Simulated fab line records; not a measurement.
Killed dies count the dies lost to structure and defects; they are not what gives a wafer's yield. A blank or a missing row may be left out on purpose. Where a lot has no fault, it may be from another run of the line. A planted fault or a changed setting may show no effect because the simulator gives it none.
Matching of chambers	flow n5Finfet	cmp-01 running N5_HKMG_FIN_CMP_23: 4 sister chambers
The step polishes, stops on SiNx, t overpolish 10 s, target thk 46.326 nm. 8 wafers are shown with their chamber, then 7 later ones without.

## WAFERS, EACH WITH ITS CHAMBER
wafer	chamber	motorCurrentA (A)	timeToEndpointS (s)
L080.1	1	13.6	9.6
L082.1	2	13.4	10.9
L082.3	1	14.7	14.1
L082.4	3	13.4	10.2
L084.2	0	15.0	11.8
L084.4	2	12.7	11.9
L085.1	0	14.5	11.4
L085.3	3	13.3	14.6

## WAFERS MISSING THEIR CHAMBER
wafer	motorCurrentA (A)	timeToEndpointS (s)
L088.1	15.3	11.1
L091.1	14.8	12.8
L091.2	13.5	11.3
L091.4	13.6	13.3
L092.2	14.9	8.7
L092.3	13.2	12.2
L092.4	12.9	9.4

## EACH ONE'S CHAMBER
wafer	from the rows above	in truth
L088.1	can't be placed: 0 or 1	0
L091.1	can't be placed: 0 or 1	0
L091.2	can't be placed: 3 or 2 or 1 or 0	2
L091.4	can't be placed: 3 or 1 or 2 or 0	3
L092.2	can't be placed: 0 or 1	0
L092.3	can't be placed: 3 or 2 or 1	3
L092.4	can't be placed: 2 or 3 or 1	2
0 of 7 placed correctly. Cannot be placed on the basis of these rows: 7; the candidates contain the true chamber in 7. Placed wrongly: 0.
How it was worked out, from the rows above alone: a wafer's distance from a chamber is the root of the sum, over the readings, of the square of ((its reading less the chamber's mean) divided by the reading's scatter). The wafer belongs to the nearest chamber; if the next one is less than 2 further off, it can't be placed. Each chamber's mean is taken over the wafers shown for it. The scatter: take each reading less its chamber's mean, square it, sum over the shown wafers, divide by the number of wafers less the number of chambers, and take the root.
